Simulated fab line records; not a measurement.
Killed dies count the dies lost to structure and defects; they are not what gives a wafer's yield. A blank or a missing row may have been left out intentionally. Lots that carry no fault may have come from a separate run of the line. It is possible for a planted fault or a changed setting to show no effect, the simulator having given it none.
8D (eight disciplines) problem report, filled in by code + flow nand_harc + the parts of the form that need people (team, actions taken, sign-off) are left out

## 1. WHAT WENT WRONG
Mean of cd_nm at NHARC_P_CONTACT_CD_MEAS_12: 102.2 nm across 6 wafers in 2 lots; on wafers with no fault it is 90.0 nm (standard deviation 0.64). Relative to the usual mean, that is a shift of +19 standard deviations.
The step: target cd 90 nm.
The first sign was on wafer L778.1 at day 12 04:22, on cd_sem-03. Wafers with a number at this step in the record: 36, from 12 lots. By rule, "out" or "out of limits" means more than 4 standard deviations away from the usual mean. Any other wafer with a number is counted as sound.

## 2. WHAT IT IS, WHAT IT ISN'T
| question                    | is                     | is not                                                                                       |
|-----------------------------|------------------------|----------------------------------------------------------------------------------------------|
| which readings at this step | cd_nm                  | -                                                                                            |
| which lots                  | L778, L779             | L766, L769, L770, L775, L776, L780, L781, L784, L786, L787                                   |
| which wafers of those lots  | all that have a number | -                                                                                            |
| read on which gauges        | cd_sem-02, cd_sem-03   | cd_sem-01                                                                                    |
| when                        | from day 12 04:22      | up to then (15 sound wafers); but 15 sound wafers of L780, L781, L784, L786, L787 came after |

## 3. SUSPECTS, AND WHAT RULES EACH OUT
Counting: a tool at any process step up to the reading remains a suspect when it ran all the lots that are out and ran no sound lot after the first of those.
- the gauge at NHARC_P_CONTACT_CD_MEAS_12: ruled out. The wafers that are out were read on 2 gauges (cd_sem-02, cd_sem-03).
- plasma_asher-01 at NHARC_P_GATE_STRIP_113 (strips in N2/H2, time 740 s): kept. It ran every lot that is out, first L778 (day 12 00:07), and no sound lot after that; its last sound lot up to then is L776 (day 10 17:11).
- litho_track-04 at NHARC_P_CONTACT_PEB_10 (peb time 65 s): ruled out as a lasting fault. Following L778 (day 12 04:17), the first lot on it that is out, the sound lots L786 were run on it.
Left after counting: plasma_asher-01 at NHARC_P_GATE_STRIP_113.

## 4. THE CAUSE (what the simulator had put in)
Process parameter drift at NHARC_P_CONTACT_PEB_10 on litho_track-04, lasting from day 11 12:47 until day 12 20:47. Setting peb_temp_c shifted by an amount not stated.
The count ruled it out by mistake, since the rule takes a fault to strike every lot its tool runs from the start of the fault on, and this one did not do so.

## 5. THE EFFECT CHAIN, in route order
One row per reading whose mean, taken over the struck wafers that have a number, lies over 3 standard deviations from the usual. Only readings for which the record gives a usual standard deviation are gone through. hours: the time from each lot's start at the first step in this table that gives one to its start at this step, as a median over the lots. sigmas: the change in usual standard deviations.
| hours | step                       | reading              | usual    | on struck wafers | change | sigmas |
|-------|----------------------------|----------------------|----------|------------------|--------|--------|
| 0     | NHARC_P_CONTACT_PEB_10     | heater_power_total_W | 156.6 W  | 163.9            | +7.3   | +17    |
| 0     | NHARC_P_CONTACT_PEB_10     | plate_temp_C         | 100.03 C | 103.62           | +3.59  | +28    |
| 0     | NHARC_P_CONTACT_CD_MEAS_12 | cd_nm                | 90.0 nm  | 102.2            | +12.2  | +19    |
| 447   | NHARC_END_SORT_01          | killed_at_periphery  | 4.6      | 47.3             | +42.7  | +15    |
The process steps in it:
- NHARC_P_CONTACT_PEB_10: peb time 65 s.

## 6. WHAT WOULD HAVE CAUGHT IT SOONER
In this record the first reading out of limits at a measuring or inspecting step was taken at day 12 04:22, 16 hours after the fault began at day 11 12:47.
The tool's own readings at NHARC_P_CONTACT_PEB_10 were out on every struck wafer that the step has a row for (heater_power_total_W, plate_temp_C): an alarm limit on them would have fired on the first of those.
